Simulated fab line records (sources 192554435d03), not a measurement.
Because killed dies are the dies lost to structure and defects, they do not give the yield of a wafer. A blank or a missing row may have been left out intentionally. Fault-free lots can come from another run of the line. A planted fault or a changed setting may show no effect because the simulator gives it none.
fab line records	flow n5Finfet
[record] lots = 9	wafers = 27	lastDay = 18
route steps=1938 shown FIN_CUT@167 STI_FIN_REVEAL@183 BEOL_M4@1111 PASSIVATION@1936
lots that met no fault: taken from a fault-free run of the same line
startH: hours from the record's opening day to when the first of the lot's shown wafers began	waitH: time in hours since the lot's previous step	" the same as in the row above	L1.1+2: a single row standing in for several wafers	- either no value or no given start	* or withheld: withheld	< > ~ a bound
route shown NAME@n: names a module that has steps shown in the file, with the first one's number in the route	usual: average and standard deviation across the fault-free wafers	same: alike in all rows	chamber/n: place in a boat	sites: readings site by site	_std_site: how widely they spread, as a standard deviation	_edge_site: outer sites' mean less inner sites'	radiusMm: how far each site lies from the wafer's centre	mask NAME#n: copy n	behind: the tool/chamber that last shaped the wafer	hold: reason for holding the lot/hours on hold/outcome of the hold	device: the n, p or np transistor that did not switch	end of line: the tests these same wafers got at the end of their route	a step without rows: its recipe alone	killed: at the first sort, the dies lost to defects and structure; wafer yield is something else	map: a wafer's dies, x killed, . not, _ none there
set.NAME: the run value of the setting; set.NAME@STEP: its run value at that earlier step	model.NAME: the simulator's own value behind a step, which no gauge read
route steps across a sampled set of lots; one table per step, one row per wafer
services: from which hour (startH, from the record's first day; less than 0 if before it) a tool's chamber was out of use, for how many hours, and why
[[steps]]
[step N5_FIN_CUT_ETCH_30]
[recipe] chemistry = N2/H2	target = underlayer	targetDepthA = 130	maskMaterial = CAR-EUV	timeS = 10.4	ionEnergyEv = 200	pressureMtorr = 30	sourceW = 840	biasW = 150	n2FlowSccm = 200	h2FlowSccm = 200	ends = cleared
[usual] biasW = 150.0/0.44	drypumpMotorCurrentA = 5.7/0.41	etchRfOnTimeS = 10.36/0.28	oesProductAu = 0.64/0.04	rfVppV = 524.1/2.7	showerheadPlenumPTorr = 2.55/0.093	throttleValvePct = 18.05/0.26
lot.wafer	tool	chamber	startH	waitH	biasW	drypumpMotorCurrentA	etchRfOnTimeS	oesProductAu	rfHoursCounterH	rfVppV	showerheadPlenumPTorr	throttleValvePct
L242.3	rieDiel-01	3	52.15	0.0	149.6	5.4	10.23	0.69	98	524.9	2.60	18.45
L242.4	"	2	"	"	150.3	5.4	10.58	0.65	146	527.5	2.66	17.96
L242.6	"	3	"	"	150.1	5.4	10.27	0.68	-	523.7	2.60	18.43
L249.4	rieDiel-03	2	102.18	0.0	149.9	6.2	10.92	0.59	176	525.6	2.64	17.91
L249.5	"	1	"	"	150.0	6.8	10.38	0.61	-	520.8	2.42	18.04
L249.6	"	0	"	"	150.0	5.8	10.42	0.66	-	525.7	2.66	18.17
L253.1	rieDiel-03	0	116.64	0.0	150.5	5.8	10.35	0.66	134	527.0	2.66	18.17
L253.3	"	3	"	"	149.7	5.8	9.97	0.70	90	521.5	2.48	17.64
L253.4	"	2	"	"	149.3	6.2	10.78	0.59	180	526.4	2.63	17.91
L254.2	rieDiel-01	1	122.38	0.0	149.6	5.5	10.04	0.62	233	524.8	2.59	18.12
L254.3	"	3	"	"	149.0	5.4	10.38	0.67	121	525.1	2.59	18.48
L254.5	"	1	"	"	149.9	5.5	10.10	0.61	-	525.9	2.59	18.12
L255.3	rieDiel-01	0	128.70	0.0	149.5	5.5	10.70	0.60	204	524.4	2.53	18.14
L255.4	"	3	"	"	150.0	5.4	10.40	0.67	-	524.3	2.59	18.46
L255.6	"	1	"	"	150.1	5.5	10.18	0.61	-	525.1	2.59	18.11
L256.2	rieDiel-03	1	135.54	0.0	149.8	6.8	10.36	0.60	188	520.7	2.41	18.08
L256.4	"	2	"	"	150.0	6.2	10.82	0.59	186	526.1	2.63	17.93
L256.6	"	1	"	"	149.8	6.9	10.31	0.60	-	520.6	2.41	18.06
L257.1	rieDiel-06	2	141.86	0.0	150.1	5.7	10.17	0.61	234	523.6	2.48	18.27
L257.4	"	3	"	"	149.4	5.9	9.81	0.69	115	518.3	2.35	17.65
L257.6	"	3	"	"	149.2	5.9	9.84	0.69	-	518.4	2.36	17.65
L260.2	rieDiel-06	3	158.48	0.0	149.4	5.9	9.85	0.68	119	518.7	2.35	17.64
L260.3	"	0	"	"	150.5	6.5	10.00	0.65	178	519.8	2.44	17.58
L260.5	"	2	"	"	149.4	5.6	10.11	0.61	-	522.7	2.48	18.28
L261.2	rieDiel-01	3	164.16	0.0	150.2	5.4	10.31	0.66	134	522.8	2.58	18.51
L261.4	"	1	"	"	149.6	5.5	10.16	0.60	248	525.2	2.58	18.14
L261.5	"	0	"	"	150.5	5.5	10.51	0.60	-	524.6	2.53	18.17
[step N5_FIN_CUT_STRIP_22]
[recipe] chemistry = N2/H2	powerW = 500	tempC = 40	pressureMtorr = 50	rfFrequencyHz = 6e+07	overashFraction = 0.3	biasPowerW = 8	h2Frac = 0.5	n2FlowSccm = 300	h2FlowSccm = 300
[usual] biasPowerW = 7.999/0.021	chamberPressureMTorr = 49.99/0.12	drypumpMotorCurrentA = 5.9/0.45	oesProductAu = 0.76/0.057	rfVppV = 54.1/2.2	showerheadPlenumPTorr = 3.38/0.13	throttleValvePct = 19.0/0.35
lot.wafer	tool	chamber	startH	waitH	biasPowerW	chamberPressureMTorr	drypumpMotorCurrentA	oesProductAu	rfHoursCounterH	rfVppV	showerheadPlenumPTorr	throttleValvePct
L242.3	rieDiel-01	0	52.93	0.1	7.977	49.83	5.5	0.72	185	51.9	3.36	19.1
L242.4	"	2	"	"	8.014	50.00	5.5	0.75	146	53.8	3.51	19.1
L242.6	"	3	"	"	7.997	50.01	5.4	0.82	-	53.8	3.43	19.9
L249.4	rieDiel-03	0	102.90	0.0	7.994	50.30	5.8	0.77	130	55.2	3.50	19.2
L249.5	"	2	"	"	8.029	50.07	6.2	0.72	-	57.4	3.48	18.8
L249.6	"	3	"	"	8.022	49.97	5.9	0.81	-	52.1	3.28	18.7
L253.1	rieDiel-01	3	117.54	0.2	-	-	-	-	-	-	-	-
L253.3	"	1	"	"	-	-	-	-	-	-	-	-
L253.4	"	2	"	"	-	-	-	-	-	-	-	-
L254.2	rieDiel-03	1	123.10	0.0	-	-	-	-	-	-	-	-
L254.3	"	2	"	"	-	-	-	-	-	-	-	-
L254.5	"	0	"	"	-	-	-	-	-	-	-	-
L255.3	rieDiel-06	3	129.42	0.0	-	-	-	-	-	-	-	-
L255.4	"	2	"	"	-	-	-	-	-	-	-	-
L255.6	"	3	"	"	-	-	-	-	-	-	-	-
L256.2	rieDiel-01	0	136.26	0.0	7.986	49.86	5.5	0.71	207	56.5	3.35	19.2
L256.4	"	3	"	"	7.979	49.82	5.4	0.80	125	52.3	3.42	19.9
L256.6	"	2	"	"	7.989	50.02	5.4	0.75	-	58.4	3.49	19.2
L257.1	rieDiel-06	3	142.62	0.1	8.005	50.12	5.9	0.80	115	51.0	3.12	19.0
L257.4	"	1	"	"	7.982	50.09	6.5	0.90	25	53.9	3.58	18.9
L257.6	"	2	"	"	7.996	49.89	5.6	0.72	-	51.4	3.28	19.4
L260.2	rieDiel-03	3	159.41	0.3	7.982	50.09	5.8	0.80	102	53.6	3.27	18.7
L260.3	"	0	"	"	7.989	49.93	5.8	0.77	147	56.0	3.50	19.3
L260.5	"	2	"	"	7.999	50.10	6.2	0.70	-	51.1	3.47	18.8
L261.2	rieDiel-03	3	164.88	0.0	8.009	49.86	5.8	0.78	105	51.6	3.27	18.8
L261.4	"	3	"	"	7.992	50.18	5.8	0.80	-	54.6	3.27	18.7
L261.5	"	2	"	"	8.000	50.11	6.2	0.72	-	53.6	3.47	18.7
[step N5_FIN_CUT_INSPECT_17]
[recipe] inspectInstrument = brightfield	mode = aei
[usual] rawDefectCount = 223/61
lot.wafer	tool	chamber	startH	waitH	rawDefectCount
L242.3	defectInspect-01	-	53.09	0.0	252
L242.4	"	-	"	"	215
L242.6	"	-	"	"	227
L249.4	defectInspect-02	-	103.06	0.0	158
L249.5	"	-	"	"	173
L249.6	"	-	"	"	160
L253.1	defectInspect-02	-	117.70	0.0	2599
L253.3	"	-	"	"	2642
L253.4	"	-	"	"	2680
L254.2	defectInspect-02	-	123.26	0.0	2521
L254.3	"	-	"	"	2513
L254.5	"	-	"	"	2559
L255.3	defectInspect-01	-	129.65	0.0	2611
L255.4	"	-	"	"	2569
L255.6	"	-	"	"	2641
L256.2	defectInspect-01	-	136.42	0.0	265
L256.4	"	-	"	"	223
L256.6	"	-	"	"	295
L257.1	defectInspect-02	-	142.78	0.0	265
L257.4	"	-	"	"	118
L257.6	"	-	"	"	102
L260.2	defectInspect-02	-	159.57	0.0	200
L260.3	"	-	"	"	206
L260.5	"	-	"	"	220
L261.2	defectInspect-01	-	165.04	0.0	301
L261.4	"	-	"	"	197
L261.5	"	-	"	"	288
[step N5_STI_FIN_REVEAL_ALD_00]
[recipe] material = SiO2	targetThkA = 10	tempC = 300	aldPrecursorFamily = BDEAS	aldCoReactant = O2-plasma	pulseTimeS = 1	pressureTorr = 2
[usual] heaterPowerW = 467/33	precursorPulseHeightRel = 1.001/0.02
lot.wafer	tool	chamber	startH	waitH	heaterPowerW	precursorPulseHeightRel
L242.3	aldSin-04	3	53.33	0.2	497	1.002
L242.4	"	2	"	"	426	0.988
L242.6	"	3	"	"	489	1.005
L249.4	aldSin-04	0	103.09	0.0	466	0.998
L249.5	"	1	"	"	464	1.001
L249.6	"	2	"	"	434	0.994
L256.2	aldSin-03	2	136.46	0.0	509	1.040
L256.4	"	3	"	"	530	1.029
L256.6	"	3	"	"	519	0.997
L257.1	aldSin-02	0	143.19	0.4	480	0.988
L257.4	"	3	"	"	425	1.010
L257.6	"	3	"	"	430	0.989
L260.2	aldSin-04	0	159.86	0.3	460	1.004
L260.3	"	2	"	"	431	0.975
L260.5	"	2	"	"	430	0.983
L261.2	aldSin-03	2	165.08	0.0	492	0.964
L261.4	"	0	"	"	489	1.002
L261.5	"	1	"	"	413	0.978
[step N5_STI_FIN_REVEAL_CMP_04]
[recipe] stopOn = Si3N4	tOverpolishS = 4	downForcePsi = 2	platenRpm = 54.18	postCmpClean = alkalineBrush	padVelocityMS = 1.078	targetThkNm = 131.83
[usual] edgeZonePressureFrac = 1.000/0.0049	motorCurrentA = 8.0/0.97	overpolishRunS = 4.000/0.0092	timeToEndpointS = 105/7.6
lot.wafer	tool	chamber	startH	waitH	edgeZonePressureFrac	motorCurrentA	overpolishRunS	timeToEndpointS
L242.3	cmp-01	3	58.44	0.0	1.008	8.9	4.011	107
L242.4	"	0	"	"	1.002	9.4	4.013	110
L242.6	"	3	"	"	1.002	8.5	3.991	106
L249.4	cmp-02	2	108.18	0.0	0.999	6.0	4.002	113
L249.5	"	2	"	"	1.002	6.3	3.997	113
L249.6	"	3	"	"	1.003	8.9	4.009	114
L256.2	cmp-04	2	141.56	0.0	1.007	7.9	3.988	104
L256.4	"	3	"	"	0.997	7.6	3.981	92
L256.6	"	2	"	"	1.012	8.0	3.998	98
L257.4	cmp-02	2	148.32	0.1	0.998	6.2	3.995	104
L257.1	"	3	"	"	0.995	8.3	3.996	106
L257.6	"	2	"	"	0.991	6.2	3.986	104
L260.3	cmp-01	3	164.95	0.0	0.996	9.1	4.012	114
L260.2	"	1	"	"	1.006	7.0	3.991	99
L260.5	"	3	"	"	0.998	9.1	3.991	115
L261.2	cmp-04	0	170.21	0.1	0.999	8.6	3.997	109
L261.4	"	1	"	"	0.995	7.9	3.999	103
L261.5	"	3	"	"	1.005	7.5	3.979	89
[step N5_BEOL_M4_RC_MEAS_101]
[usual] DIBL_N = 36.4/2	DIBL_P = 36.1/2.5	IOFF_N = 0.16/0.037	IOFF_P = 0.20/0.038	ION_N = 670/13	ION_P = 459/8.3	SS_N = 71.6/0.69	SS_P = 73.3/0.72	VT_N = 250/3.4	VT_P = -251/3.1
lot.wafer	tool	chamber	startH	waitH	DIBL_N[mV/V]	DIBL_P[mV/V]	IOFF_N[nA/um]	IOFF_P[nA/um]	ION_N[uA/um]	ION_P[uA/um]	SS_N[mV/dec]	SS_P[mV/dec]	VT_N[mV]	VT_P[mV]
L242.3	prober-01	0	190.24	0.3	34.4	35.5	0.13	0.21	640	448	71.0	73.1	254	-250
L242.4	"	0	"	"	32.4	31.9	0.10	0.16	650	450	69.9	72.2	256	-253
L242.6	"	0	"	"	35.2	36.7	0.15	0.22	673	462	70.7	72.9	248	-248
L249.4	prober-01	0	231.67	0.5	33.7	33.7	0.13	0.16	653	448	72.3	72.8	253	-254
L249.5	"	0	"	"	37.2	38.4	0.19	0.22	676	457	72.1	73.9	248	-250
L249.6	"	0	"	"	32.1	33.1	0.12	0.15	669	455	70.9	72.4	254	-255
L257.1	prober-02	0	279.45	0.0	39.0	40.1	0.21	0.25	684	464	72.2	73.8	248	-249
L257.4	"	0	"	"	34.5	34.5	0.12	0.16	657	454	71.0	72.7	255	-255
L257.6	"	0	"	"	33.6	33.7	0.11	0.15	654	450	71.1	72.6	255	-254
L256.2	prober-01	0	290.48	0.2	37.0	39.0	0.17	0.27	674	469	71.6	73.9	252	-246
L256.4	"	0	"	"	35.0	34.6	0.12	0.20	654	461	71.4	72.7	254	-250
L256.6	"	0	"	"	35.4	36.6	0.13	0.22	661	467	71.2	73.8	253	-247
L260.2	prober-01	0	304.50	0.2	36.7	36.9	0.18	0.19	676	455	71.4	74.0	246	-254
L260.3	"	0	"	"	37.6	36.4	0.17	0.18	668	445	71.6	73.9	247	-255
L260.5	"	0	"	"	35.3	34.9	0.13	0.17	651	452	70.8	72.3	251	-256
L261.2	prober-01	0	313.67	0.2	36.2	36.3	0.15	0.22	688	473	71.5	73.5	248	-250
L261.4	"	0	"	"	37.2	37.4	0.18	0.22	674	459	72.4	74.0	249	-252
L261.5	"	0	"	"	38.3	38.5	0.20	0.26	703	484	71.7	73.7	243	-248
[step N5_PASSIVATION_PROBE_49]
[usual] killed_at_M0_to_M3 = 34/11	killed_at_M4_up = 13/5.2	killedAtContacts = 13/6.3	killedAtFrontEnd = 40/14	killedAtOther = 3.2/2.4	killedDies = 104/19	killedOnRim = 14/4.2	killedOpen = 69/14	killedShort = 32/7.5
[same] grossDies = 1180	killedAtBackSide = 0
lot.wafer	tool	chamber	startH	waitH	killed_at_M0_to_M3	killed_at_M4_up	killedAtContacts	killedAtFrontEnd	killedAtOther	killedDies	killedOnRim	killedOpen	killedShort
L253.1	prober-02	-	364.49	0.0	59	16	15	1060	4	1154	137	88	36
L253.3	prober-02	-	364.59	0.1	49	12	14	1085	3	1163	146	83	38
L253.4	prober-02	-	364.64	0.2	44	12	17	1085	4	1162	147	64	44
L255.3	prober-01	-	369.46	0.1	28	16	16	1099	2	1161	142	65	41
L255.4	prober-01	-	369.51	0.2	38	23	14	1090	0	1165	144	70	29
L255.6	prober-01	-	369.61	0.3	38	15	16	1093	5	1167	149	62	40
L254.2	prober-01	-	385.02	0.1	38	16	15	1084	1	1154	134	80	38
L254.3	prober-01	-	385.07	0.1	68	9	15	1058	3	1153	151	89	51
L254.5	prober-01	-	385.17	0.2	51	20	8	1080	1	1160	136	79	47
// killed by level:class
L253.1 STI_FIN_REVEAL:areaAld=1030 MOL_CONTACT_COAG:geometricParticle:open=14 BEOL_M0_SAQP:geometricParticle:open=12 BEOL_M1:geometricParticle:open=10 BEOL_M2:geometricParticle:open=10 BEOL_M0_SAQP:geometricParticle:short=9 BEOL_M3:geometricParticle:open=9 FIN_SAQP:geometricParticle:open=7
L253.3 STI_FIN_REVEAL:areaAld=1041 BEOL_M2:geometricParticle:open=14 STI_FIN_REVEAL:geometricParticle:open=12 MOL_CONTACT_COAG:geometricParticle:open=9 BEOL_M0_SAQP:geometricParticle:open=9 FIN_SAQP:geometricParticle:open=8 BEOL_M1:geometricParticle:open=7 FIN_SAQP:geometricParticle:short=6
L253.4 STI_FIN_REVEAL:areaAld=1054 FIN_SAQP:geometricParticle:short=15 MOL_CONTACT_COAG:geometricParticle:open=14 BEOL_M0_SAQP:geometricParticle:short=13 BEOL_M1:geometricParticle:open=6 BEOL_M2:geometricParticle:open=6 FIN_SAQP:geometricParticle:open=5 BEOL_M3:geometricParticle:open=5
L255.3 STI_FIN_REVEAL:areaAld=1053 MOL_CONTACT_COAG:geometricParticle:open=12 STI_FIN_REVEAL:geometricParticle:open=8 BEOL_M4:geometricParticle:open=8 FIN_SAQP:geometricParticle:short=7 GATE_CUT:geometricParticle:short=7 DUMMY_GATE:geometricParticle:open=6 BEOL_M1:geometricParticle:open=6
L255.4 STI_FIN_REVEAL:areaAld=1063 BEOL_M2:geometricParticle:open=12 BEOL_M4:geometricParticle:open=11 MOL_CONTACT_COAG:geometricParticle:short=8 BEOL_M3:geometricParticle:open=8 FIN_SAQP:geometricParticle:open=6 MOL_CONTACT_COAG:geometricParticle:open=5 BEOL_M0_SAQP:geometricParticle:open=5
L255.6 STI_FIN_REVEAL:areaAld=1060 STI_FIN_REVEAL:geometricParticle:open=11 MOL_CONTACT_COAG:geometricParticle:open=10 BEOL_M0_SAQP:geometricParticle:open=9 BEOL_M0_SAQP:geometricParticle:short=9 BEOL_M2:geometricParticle:short=8 MOL_CONTACT_COAG:geometricParticle:short=6 BEOL_M2:geometricParticle:open=6
L254.2 STI_FIN_REVEAL:areaAld=1035 BEOL_M0_SAQP:geometricParticle:open=15 FIN_SAQP:geometricParticle:open=14 MOL_CONTACT_COAG:geometricParticle:open=10 GATE_CUT:geometricParticle:short=9 BEOL_M0_SAQP:geometricParticle:short=9 BEOL_M4:geometricParticle:open=9 DUMMY_GATE:geometricParticle:open=8
L254.3 STI_FIN_REVEAL:areaAld=1013 BEOL_M0_SAQP:geometricParticle:short=16 BEOL_M2:geometricParticle:open=14 FIN_SAQP:geometricParticle:open=13 BEOL_M0_SAQP:geometricParticle:open=12 BEOL_M1:geometricParticle:open=11 BEOL_M3:geometricParticle:open=11 FIN_SAQP:geometricParticle:short=9
L254.5 STI_FIN_REVEAL:areaAld=1032 FIN_SAQP:geometricParticle:open=14 BEOL_M3:geometricParticle:open=12 BEOL_M0_SAQP:geometricParticle:open=11 FIN_SAQP:geometricParticle:short=10 BEOL_M4:geometricParticle:open=9 BEOL_M0_SAQP:geometricParticle:short=8 MOL_CONTACT_COAG:geometricParticle:short=6
[[services]]
tool	chamber	startH	hours	kind
cmp-04	-	38.01	4.0	pm
rieDiel-06	1	38.20	-	clean
rieDiel-06	1	38.20	-	consumableReplace:focusRing
rieDiel-06	1	38.20	-	consumableReplace:showerhead
rieDiel-06	1	38.20	23.0	scheduledDown
rieDiel-06	1	38.20	23.0	ventCycle
cmp-04	-	42.01	-	consumableReplace:conditioner
cmp-04	-	42.01	-	consumableReplace:pad
cmp-04	-	70.46	2.0	repair
aldSin-02	-	75.70	0.6	repair
aldSin-04	-	79.54	14.6	pm
cmp-02	-	86.03	4.8	pm
rieDiel-01	0	90.51	8.2	repair
rieDiel-06	0	92.45	4.8	repair
aldSin-04	-	95.57	0.2	repair
cmp-02	-	98.95	0.2	repair
aldSin-04	3	103.49	7.6	repair
aldSin-02	0	109.50	4.8	repair
rieDiel-01	0	116.14	1.5	repair
rieDiel-01	2	127.11	6.6	repair
cmp-02	-	130.90	4.0	pm
rieDiel-03	2	140.26	5.8	repair
cmp-01	-	146.36	3.7	repair
rieDiel-06	1	154.34	5.2	repair
[[key]]
[firstSign] step = N5_FIN_CUT_STRIP_22	reading = toolRecord	direction = missing
[effect] step = N5_FIN_CUT_INSPECT_17	reading = rawDefectCount	direction = up	sigmas = 39	usual = 223	struck = 2593
[effect] step = N5_PASSIVATION_PROBE_49	reading = killedAtFrontEnd	direction = up	sigmas = 76	usual = 40	struck = 1082
[moreKillsBornAt] N5_STI_FIN_REVEAL_ALD_00@aldSin-04 = 6301	N5_STI_FIN_REVEAL_ALD_00@aldSin-03 = 3080
metAt N5_FIN_CUT_STRIP_22
struckLots L253,L254,L255
laterRowsLeftOut L253.1,L253.3,L253.4,L254.2,L254.3,L254.5,L255.3,L255.4,L255.6
testerLeftOut L253,L254,L255
notActingAt N5_FIN_CUT_ETCH_30,N5_STI_FIN_REVEAL_ALD_00,N5_STI_FIN_REVEAL_CMP_04
onsetBetween 102.90 117.54
[fault] kind = skippedStepWhole	tool = rieDiel-01,rieDiel-03,rieDiel-06	chamber = -	onsetH = 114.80	steps = N5_FIN_CUT_STRIP_22	scope = struckLotsOnly
// testerLeftOut: of these lots the tester's yield and bins aren't shown, on N5 and GAA mostly nor the transistor test; their killed dies are dies lost to structure and defects alone, not to doping, threshold or leakage, so they don't give the yield
// laterRowsLeftOut: the simulator's readings of these wafers behind a module that went badly wrong aren't trusted and aren't shown, but for the sort
